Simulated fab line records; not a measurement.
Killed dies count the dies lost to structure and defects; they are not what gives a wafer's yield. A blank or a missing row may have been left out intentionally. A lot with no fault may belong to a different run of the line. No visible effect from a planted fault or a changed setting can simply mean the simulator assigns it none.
fab line records | flow n5_finfet
record: lots: 12 wafers: 32 last_day: 16
route steps=1938 shown BEOL_M2@882 PASS1_CAP@1873 PAD_METAL@1893 PASSIVATION@1930
lots that met no fault: taken from a fault-free run of the same line
start_h: start of the lot's first displayed wafer, in hours after the record's first day | wait_h: time in hours since the lot's previous step | " same as the row above | L1.1+2: a row that stands for several wafers | - no value present, or no start provided | * or withheld: withheld | < > ~ a bound
route shown NAME@n: a module of which the file shows steps, and the number in the route of the first | usual: the fault-free wafers' mean and standard deviation | same: alike in all rows | chamber/n: place in a boat | sites: per-site readings | _std_site: standard deviation across them | _edge_site: mean of outer sites minus mean of inner sites | radius_mm: how far each site lies from the wafer's centre | mask NAME#n: copy n | behind: the last tool/chamber to shape the wafer | hold: why the lot went on hold/how many hours it stayed there/how the hold came to an end | device: transistor that didn't switch, given as n, p or np | end of line: tests of these same wafers at the route's end | a step without rows: its recipe alone | killed: at the first sort, the dies lost to defects and structure; wafer yield is something else | map: a wafer's dies, x killed, . not, _ none there
set.NAME: the run value of the setting; set.NAME@STEP: its run value at that earlier step | model.NAME: the simulator's own value behind a step, which no gauge read
route steps across a sampled set of lots; one table per step, one row per wafer
services: a tool's chamber out of use, with start hour (start_h, from the record's first day; less than 0 if before it), hours out, and reason
== steps ==
step: N5_BEOL_M2_ALD_98
recipe: material: SiO2 target_thk_a: 25 temp_c: 100 ald_precursor_family: BDEAS ald_co_reactant: O2-plasma pulse_time_s: 1 co_reactant_pulse_time_s: 1 purge_time_s: 2 co_reactant_purge_time_s: 2 ald_cycles: 17 pressure_torr: 2
usual: heater_power_w: 78/10 precursor_pulse_height_rel: 0.998/0.02
columns lot.wafer tool chamber start_h wait_h heater_power_w precursor_pulse_height_rel since_wet_clean_h
L443.2 ald_sin-04 0 147.44 0.2 83 1.000 46
L443.5 " 0 " " 81 1.023 -
L444.1 ald_sin-01 0 149.20 0.1 89 0.969 338
L444.6 " 0 " " 87 0.978 -
L446.1 ald_sin-01 0 155.98 0.1 89 0.993 345
L446.6 " 3 " " 101 1.015 -
L448.1 ald_sin-04 1 173.97 0.5 79 1.024 73
L448.3 " 0 " " 86 1.007 73
L449.3 ald_sin-03 2 182.39 0.1 65 0.995 175
L449.4 " 3 " " 78 0.973 175
L449.5 " 1 " " 87 1.002 -
L450.1 ald_sin-04 0 188.28 0.5 83 0.980 87
L450.5 " 1 " " 79 0.979 -
L450.6 " 2 " " 64 0.993 -
L451.1 ald_sin-03 0 192.47 0.6 85 0.975 185
L451.5 " 2 " " 67 0.972 -
L451.6 " 3 " " 79 1.010 -
L452.2 ald_sin-04 3 196.26 0.1 77 1.012 95
L452.3 " 0 " " 85 0.986 95
L452.4 " 1 " " 78 0.990 95
L454.1 ald_sin-04 1 196.60 0.1 79 1.011 95
L454.3 " 0 " " 84 1.023 95
L454.4 " 2 " " 65 0.961 95
L455.1 ald_sin-04 0 208.58 0.6 85 1.000 107
L455.3 " 1 " " 77 0.994 107
L455.5 " 1 " " 77 0.986 -
L457.1 ald_sin-04 1 217.71 0.1 78 0.990 116
L457.2 " 2 " " 66 1.049 116
L457.5 " 3 " " 79 1.015 -
L459.1 ald_sin-04 2 242.97 0.1 64 1.033 142
L459.2 " 3 " " 78 1.018 142
L459.3 " 0 " " 84 1.017 142
step: N5_PASSIVATION_PECVD_55
recipe: material: SiO2 target_thk_a: 4000 temp_c: 400 precursor: SiH4/N2O pressure_torr: 2.7 rf_w: 608 time_s: 22.5
usual: heater_power_w: 639/110 showerhead_plenum_p_Torr: 8.15/0.062 throttle_valve_pct: 51.0/2.6
columns lot.wafer tool chamber start_h wait_h heater_power_w showerhead_plenum_p_Torr since_wet_clean_h throttle_valve_pct
L443.2 pecvd-01 1 280.89 0.0 846 8.13 1891 54.0
L443.5 " 0 " " 581 8.23 - 49.1
L444.1 pecvd-03 2 285.00 0.0 670 8.12 235 45.9
L444.6 " 2 " " 716 8.11 - 45.5
L448.1 pecvd-04 2 291.54 0.0 655 8.06 583 51.1
L448.3 " 0 " " 661 8.15 1358 50.5
L446.1 pecvd-01 2 296.01 0.0 465 8.19 427 51.1
L446.6 " 1 " " 790 8.13 - 53.7
L449.3 pecvd-03 1 312.19 0.0 612 8.08 1741 55.4
L449.4 " 1 " " 653 8.10 - 55.5
L449.5 " 2 " " 617 8.14 - 46.1
L450.1 pecvd-04 1 316.55 0.0 608 8.01 2108 51.4
L450.5 " 2 " " 762 8.07 - 50.9
L450.6 " 0 " " 640 8.18 - 50.5
L451.1 pecvd-04 1 325.76 0.0 572 8.02 2117 51.4
L451.5 " 0 " " 613 8.19 - 50.3
L451.6 " 1 " " 600 8.01 - 51.5
L452.2 pecvd-01 2 332.08 0.0 486 8.22 463 51.5
L452.3 " 1 " " 728 8.11 1942 54.1
L452.4 " 2 " " 516 8.19 - 51.4
L454.1 pecvd-04 2 338.33 0.0 721 8.07 630 51.1
L454.3 " 1 " " 564 8.02 2130 51.5
L454.4 " 2 " " 727 8.08 - 51.2
L457.1 pecvd-01 0 343.16 0.0 515 8.24 367 49.1
L457.2 " 2 " " 505 8.18 474 51.4
L457.5 " 2 " " 532 8.18 - 51.4
L455.1 pecvd-01 0 347.46 0.0 530 8.22 371 49.1
L455.3 " 1 " " 838 8.14 1958 54.0
L455.5 " 0 " " 545 8.24 - 49.3
L459.1 pecvd-03 0 368.16 0.0 726 8.19 1072 51.5
L459.2 " 1 " " 578 8.10 1797 55.7
L459.3 " 2 " " 713 8.15 318 45.9
step: N5_PASSIVATION_DEGAS_18
recipe: ambient: vacuum temp_c: 300 time_s: 60
usual: heater_power_w: 512/40
columns lot.wafer tool chamber start_h wait_h heater_power_w
L443.2 pvd_sputter-01 - 282.22 0.2 572
L443.5 " - " " 546
L444.1 pvd_sputter-01 - 288.44 0.2 568
L444.6 " - " " 582
L448.1 pvd_sputter-02 - 293.01 0.3 464
L448.3 " - " " 463
L446.1 pvd_sputter-01 - 297.11 0.0 524
L446.6 " - " " 551
L449.3 pvd_sputter-02 - 315.18 0.5 487
L449.4 " - " " 471
L449.5 " - " " 480
L450.1 pvd_sputter-01 - 319.15 1.5 578
L450.5 " - " " 490
L450.6 " - " " 547
L451.1 pvd_sputter-01 - 329.63 0.3 540
L451.5 " - " " 577
L451.6 " - " " 558
L452.2 pvd_sputter-03 - 334.15 0.5 530
L452.3 " - " " 540
L452.4 " - " " 556
L454.1 pvd_sputter-03 - 340.29 0.5 528
L454.3 " - " " 463
L454.4 " - " " 449
L457.1 pvd_sputter-01 - 344.53 0.2 517
L457.2 " - " " 490
L457.5 " - " " 526
L455.1 pvd_sputter-01 - 350.05 0.5 492
L455.3 " - " " 561
L455.5 " - " " 572
L459.1 pvd_sputter-03 - 373.45 1.7 457
L459.2 " - " " 515
L459.3 " - " " 462
step: N5_PASSIVATION_ETCH_54
recipe: chemistry: CHF3/O2 target: SiO2 target_depth_a: 8800 CHF3_flow_sccm: 50 O2_flow_sccm: 5 Ar_flow_sccm: 200 time_s: 440 mask_material: PR pressure_mtorr: 30 source_w: 650 bias_w: 170 ion_energy_ev: 200
usual: drypump_motor_current_A: 5.9/0.48 oes_f_703_au: 0.78/0.071 oes_product_au: 0.78/0.07 rf_vpp_V: 526/10 showerhead_plenum_p_Torr: 2.45/0.071 throttle_valve_pct: 18.8/0.34
columns lot.wafer tool chamber start_h wait_h drypump_motor_current_A oes_f_703_au oes_product_au rf_hours_counter_h rf_vpp_V showerhead_plenum_p_Torr throttle_valve_pct
L443.2 rie_diel-06 1 285.45 0.1 6.5 0.81 0.80 88 516 2.53 18.7
L443.5 " 0 " " 6.3 0.68 0.70 - 553 2.49 19.2
L444.1 rie_diel-06 1 291.54 0.1 6.5 0.81 0.79 90 515 2.53 18.7
L444.6 " 3 " " 5.1 0.70 0.72 - 529 2.47 18.7
L448.1 rie_diel-06 0 295.86 0.1 6.3 0.68 0.70 236 552 2.48 19.2
L448.3 " 3 " " 5.1 0.70 0.72 217 529 2.47 18.7
L446.1 rie_diel-04 0 300.09 0.1 5.0 0.85 0.82 89 523 2.35 19.1
L446.6 " 2 " " 6.3 0.78 0.77 - 523 2.52 18.9
L449.3 rie_diel-04 3 318.31 0.1 6.3 0.80 0.78 127 525 2.41 18.5
L449.4 " 3 " " 6.3 0.80 0.78 - 525 2.41 18.5
L449.5 " 2 " " 6.3 0.78 0.76 - 522 2.52 18.9
L450.1 rie_diel-05 0 322.01 0.1 6.2 0.83 0.80 88 519 2.51 18.5
L450.5 " 1 " " 5.9 0.70 0.71 - 527 2.50 19.4
L450.6 " 0 " " 6.2 0.82 0.81 - 518 2.51 18.5
L451.1 rie_diel-04 2 332.39 0.1 6.3 0.76 0.74 145 520 2.52 18.9
L451.5 " 2 " " 6.3 0.78 0.75 - 522 2.52 18.9
L451.6 " 3 " " 6.3 0.79 0.77 - 525 2.40 18.5
L452.2 rie_diel-05 3 337.50 0.1 5.8 0.93 0.93 10 523 2.45 18.2
L452.3 " 1 " " 5.8 0.71 0.71 210 527 2.50 19.4
L452.4 " 2 " " 5.4 0.78 0.77 130 531 2.32 18.5
L454.1 rie_diel-06 3 343.16 0.1 5.0 0.70 0.70 233 529 2.47 18.8
L454.3 " 1 " " 6.5 0.80 0.78 108 515 2.52 18.8
L454.4 " 3 " " 5.0 0.70 0.70 - 528 2.47 18.8
L457.1 rie_diel-04 1 347.52 0.1 5.8 0.88 0.90 33 519 2.46 18.4
L457.2 " 0 " " 5.0 0.84 0.80 104 523 2.34 19.2
L457.5 " 1 " " 5.8 0.88 0.90 - 520 2.46 18.4
L455.1 rie_diel-06 2 353.61 0.1 5.9 0.84 0.84 60 521 2.36 18.6
L455.3 " 1 " " 6.5 0.79 0.77 114 516 2.52 18.8
L455.5 " 1 " " 6.5 0.79 0.77 - 515 2.52 18.8
L459.1 rie_diel-05 2 377.03 0.1 5.4 0.77 0.77 145 532 2.31 18.6
L459.2 " 0 " " 6.2 0.80 0.79 109 517 2.51 18.5
L459.3 " 1 " " 5.8 0.69 0.70 224 526 2.49 19.5
step: N5_PASSIVATION_PROBE_49
usual: defect_limited_yield: 91.3/1.4 killed_at_M0_to_M3: 33/9.9 killed_at_M4_up: 15/5.6 killed_at_contacts: 13/5.7 killed_at_front_end: 38/12 killed_at_other: 4/3.1 killed_dies: 103/17 killed_on_rim: 13/4 killed_open: 66/13 killed_short: 32/7.8 sort_bin_4_leakage: 0.02/0.16 sort_bin_5_function: 5.1/0.95 sort_bin_6_memory: 3.2/0.68 sort_n_pass: 1077/17 sort_yield_pct: 91.3/1.5
same: gross_dies: 1180 killed_at_back_side: 0 sort_bin_8_speed[%]: 0
columns lot.wafer tool chamber start_h wait_h defect_limited_yield[%] killed_at_M0_to_M3 killed_at_M4_up killed_at_contacts killed_at_front_end killed_at_other killed_dies killed_on_rim killed_open killed_short sort_bin_4_leakage[%] sort_bin_5_function[%] sort_bin_6_memory[%] sort_n_pass sort_yield_pct[%]
L451.1 prober-01 - 335.18 0.0 93.1 26 15 11 27 2 81 14 51 25 0 3.9 2.5 1099 93.1
L451.5 prober-01 - 335.38 0.2 91.1 38 17 13 20 17 105 14 70 33 0 5.4 3.5 1075 91.1
L451.6 prober-01 - 335.43 0.3 92.7 27 13 8 31 7 86 16 49 28 0 3.8 2.6 1094 92.7
L452.2 prober-01 - 340.37 0.1 92.8 37 11 10 27 0 85 9 59 26 0 4.4 2.8 1095 92.8
L452.3 prober-01 - 340.42 0.1 90.4 47 16 12 32 6 113 7 61 48 0 5.0 3.9 1067 90.4
L452.4 prober-01 - 340.47 0.2 90.1 46 17 14 40 0 117 15 68 41 0 5.8 3.7 1063 90.1
L454.1 prober-02 - 345.94 0.0 94.2 13 16 4 36 0 69 8 43 24 0 3.6 1.9 1111 94.2
L454.3 prober-02 - 346.04 0.1 92.5 43 7 9 28 2 89 6 61 27 0 5.0 1.9 1091 92.5
L454.4 prober-02 - 346.09 0.2 92.8 29 9 7 38 2 85 12 45 33 0 4.1 2.3 1095 92.8
L457.1 prober-01 - 350.34 0.0 82.0 137 17 14 38 6 212 27 80 38 0 10.3 4.5 968 82.0
L457.2 prober-01 - 350.39 0.1 83.6 145 4 16 28 0 193 22 55 22 0 9.6 3.5 987 83.6
L457.5 prober-01 - 350.54 0.2 89.2 81 10 10 23 3 127 24 55 27 0 6.0 3.1 1053 89.2
L455.1 prober-01 - 356.39 0.0 80.5 151 14 17 44 4 230 31 64 44 0 12.6 3.7 950 80.5
L455.3 prober-01 - 356.49 0.1 83.8 125 8 18 34 6 191 27 57 42 0 8.9 4.1 989 83.8
L455.5 prober-01 - 356.59 0.2 85.8 116 7 16 22 7 168 26 58 17 0 7.3 4.0 1012 85.8
L459.1 prober-01 - 379.81 0.0 80.1 158 24 4 45 4 235 37 82 32 0 10.3 5.6 945 80.1
L459.2 prober-01 - 379.86 0.1 87.5 77 16 5 48 2 148 31 68 32 0 7.5 3.2 1032 87.5
L459.3 prober-01 - 379.91 0.1 81.9 149 16 7 42 0 214 27 62 24 0 9.9 4.2 966 81.9
killed by level:class
L451.1 BEOL_M0_SAQP:geometric_particle:open=7 STI_FIN_REVEAL:geometric_particle:open=7 MOL_CONTACT_COAG:geometric_particle:open=7 FIN_SAQP:geometric_particle:open=6 BEOL_M3:geometric_particle:open=6 GATE_CUT:geometric_particle:short=5 BEOL_M2:geometric_particle:open=4 BEOL_M6:geometric_particle:open=4
L451.5 BEOL_M3:geometric_particle:open=14 MOL_CONTACT_COAG:geometric_particle:open=11 BEOL_M4:geometric_particle:open=7 BEOL_M0_SAQP:geometric_particle:open=7 MIM_TOP_ETCH:geometric_particle:short=7 BEOL_M2:geometric_particle:open=7 BEOL_M0_SAQP:geometric_particle:short=6 STI_FIN_REVEAL:geometric_particle:open=5
L451.6 BEOL_M3:geometric_particle:open=7 HKMG_FIN:area_etch=7 MOL_CONTACT_COAG:geometric_particle:open=6 FIN_SAQP:geometric_particle:short=5 STI_FIN_REVEAL:geometric_particle:open=5 BEOL_M1:geometric_particle:open=5 BEOL_M4:geometric_particle:open=5 ILD0:geometric_particle:short=3
L452.2 MOL_CONTACT_COAG:geometric_particle:open=9 BEOL_M2:geometric_particle:open=8 BEOL_M0:geometric_particle:open=7 BEOL_M4:geometric_particle:open=7 STI_FIN_REVEAL:geometric_particle:open=6 FIN_SAQP:geometric_particle:short=5 BEOL_M0:geometric_particle:short=5 BEOL_M2:geometric_particle:short=4
L452.3 BEOL_M3:geometric_particle:open=10 FIN_SAQP:geometric_particle:short=9 MOL_CONTACT_COAG:geometric_particle:open=8 BEOL_M2:geometric_particle:open=8 BEOL_M0_SAQP:geometric_particle:short=7 BEOL_M2:geometric_particle:short=7 STI_FIN_REVEAL:geometric_particle:open=6 DUMMY_GATE:geometric_particle:open=5
L452.4 FIN_SAQP:geometric_particle:short=19 BEOL_M0_SAQP:geometric_particle:open=11 BEOL_M4:geometric_particle:open=10 BEOL_M0_SAQP:geometric_particle:short=9 FIN_SAQP:geometric_particle:open=8 MOL_CONTACT_COAG:geometric_particle:open=8 BEOL_M2:geometric_particle:open=6 BEOL_M3:geometric_particle:open=6
L454.1 STI_FIN_REVEAL:geometric_particle:open=9 FIN_SAQP:geometric_particle:short=4 MOL_CONTACT_COAG:geometric_particle:open=4 BEOL_M6:geometric_particle:open=4 STARTING-WAFER:geometric_particle:short=4 FIN_SAQP:geometric_particle:open=3 ILD0:geometric_particle:short=3 BEOL_M1:geometric_particle:short=3
L454.3 BEOL_M1:geometric_particle:open=10 STI_FIN_REVEAL:geometric_particle:open=8 BEOL_M0_SAQP:geometric_particle:open=8 MOL_CONTACT_COAG:geometric_particle:open=7 BEOL_M2:geometric_particle:open=7 FIN_SAQP:geometric_particle:open=5 BEOL_M0_SAQP:geometric_particle:short=5 BEOL_M2:geometric_particle:short=4
L454.4 BEOL_M0_SAQP:geometric_particle:short=7 MOL_CONTACT_COAG:geometric_particle:open=6 BEOL_M0_SAQP:geometric_particle:open=6 HKMG_FIN:area_etch=6 STI_FIN_REVEAL:geometric_particle:open=5 BEOL_M2:geometric_particle:open=5 STI_FIN_REVEAL:geometric_particle:short=4 BEOL_M3:geometric_particle:open=4
L457.1 BEOL_M2:unspecified=92 MOL_CONTACT_COAG:geometric_particle:open=14 BEOL_M0_SAQP:geometric_particle:open=12 BEOL_M0_SAQP:geometric_particle:short=11 FIN_SAQP:geometric_particle:open=9 BEOL_M4:geometric_particle:open=9 FIN_SAQP:geometric_particle:short=7 BEOL_M2:geometric_particle:open=7
L457.2 BEOL_M2:unspecified=108 MOL_CONTACT_COAG:geometric_particle:open=13 BEOL_M0_SAQP:geometric_particle:open=11 BEOL_M0_SAQP:geometric_particle:short=8 HKMG_FIN:area_etch=8 BEOL_M3:geometric_particle:open=7 STI_FIN_REVEAL:geometric_particle:open=4 DUMMY_GATE:geometric_particle:open=4
L457.5 BEOL_M2:unspecified=43 BEOL_M3:geometric_particle:open=13 BEOL_M0_SAQP:geometric_particle:short=8 BEOL_M2:geometric_particle:open=8 MOL_CONTACT_COAG:geometric_particle:open=7 FIN_SAQP:geometric_particle:open=5 STARTING-WAFER:geometric_particle:open=5 BEOL_M4:geometric_particle:short=4
L455.1 BEOL_M2:unspecified=113 FIN_SAQP:geometric_particle:short=14 MOL_CONTACT_COAG:geometric_particle:open=13 BEOL_M0_SAQP:geometric_particle:short=9 FIN_SAQP:geometric_particle:open=8 BEOL_M2:geometric_particle:open=8 BEOL_M4:geometric_particle:open=7 BEOL_M0_SAQP:geometric_particle:open=5
L455.3 BEOL_M2:unspecified=92 MOL_CONTACT_COAG:geometric_particle:open=11 GATE_CUT:geometric_particle:short=9 FIN_SAQP:geometric_particle:open=7 MOL_CONTACT_COAG:geometric_particle:short=7 BEOL_M0_SAQP:geometric_particle:short=7 BEOL_M0_SAQP:geometric_particle:open=6 BEOL_M1:geometric_particle:open=6
L455.5 BEOL_M2:unspecified=88 MOL_CONTACT_COAG:geometric_particle:open=14 BEOL_M0:geometric_particle:open=7 BEOL_M1:geometric_particle:open=7 FIN_SAQP:geometric_particle:open=4 DUMMY_GATE:geometric_particle:open=4 GATE_CUT:geometric_particle:short=4 BEOL_M2:geometric_particle:open=4
L459.1 BEOL_M2:unspecified=112 BEOL_M2:geometric_particle:open=14 STI_FIN_REVEAL:geometric_particle:open=10 BEOL_M0:geometric_particle:open=10 BEOL_M4:geometric_particle:open=10 HKMG_FIN:area_etch=8 FIN_SAQP:geometric_particle:short=7 BEOL_M0_SAQP:geometric_particle:open=7
L459.2 BEOL_M2:unspecified=46 STI_FIN_REVEAL:geometric_particle:open=19 BEOL_M4:geometric_particle:open=10 DUMMY_GATE:geometric_particle:open=9 BEOL_M1:geometric_particle:open=6 BEOL_M2:geometric_particle:open=6 STARTING-WAFER:geometric_particle:short=6 BEOL_M1:geometric_particle:short=5
L459.3 BEOL_M2:unspecified=122 BEOL_M2:geometric_particle:open=16 STI_FIN_REVEAL:geometric_particle:open=9 GATE_CUT:geometric_particle:open=7 MOL_CONTACT_COAG:geometric_particle:open=6 BEOL_M4:geometric_particle:open=6 GATE_CUT:geometric_particle:short=5 FIN_SAQP:geometric_particle:short=4
== services ==
columns tool chamber start_h hours kind
pecvd-01 - 125.27 0.5 repair
rie_diel-05 2 133.03 8.9 repair
rie_diel-04 - 137.93 0.3 repair
pecvd-03 1 139.51 3.6 repair
ald_sin-03 3 142.01 13.5 repair
rie_diel-06 - 176.36 0.6 repair
ald_sin-04 - 188.60 1.9 repair
ald_sin-04 2 200.11 3.1 repair
ald_sin-03 3 206.32 3.6 repair
ald_sin-03 - 207.72 6.0 pm
pecvd-01 - 216.10 0.8 repair
pvd_sputter-03 - 216.20 4.0 repair
ald_sin-03 3 251.59 6.4 repair
rie_diel-06 0 268.22 15.3 repair
pecvd-04 - 270.79 3.2 repair
pecvd-01 2 272.76 7.5 repair
pecvd-03 1 281.86 19.3 repair
rie_diel-06 2 293.88 4.3 repair
rie_diel-05 2 297.03 9.6 repair
rie_diel-06 2 304.45 10.4 repair
pecvd-01 - 316.00 14.6 pm
ald_sin-04 3 367.90 15.0 repair
pecvd-04 - 368.61 28.1 pm
rie_diel-05 3 369.28 14.3 repair
== key ==
first_sign: step: N5_PASSIVATION_PROBE_49 reading: killed_at_M0_to_M3 direction: up sigmas: 9.4 usual: 33 struck: 127
effect: step: N5_PASSIVATION_PROBE_49 reading: defect_limited_yield direction: down sigmas: 5.3 usual: 91.3 struck: 83.8
more_kills_born_at: N5_BEOL_M2_ALD_98@ald_sin-04: 816
met_at N5_BEOL_M2_ALD_98
struck_lots L455,L457,L459
not_acting_at N5_PASSIVATION_PECVD_55,N5_PASSIVATION_DEGAS_18,N5_PASSIVATION_ETCH_54
onset_between 196.60 208.58
also_fits time
fault: kind: chamber_particle_source tool: ald_sin-04 chamber: - onset_h: 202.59 steps: N5_BEOL_M2_ALD_98 rate_per_visit_cm2: 1.5604 end_h: 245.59
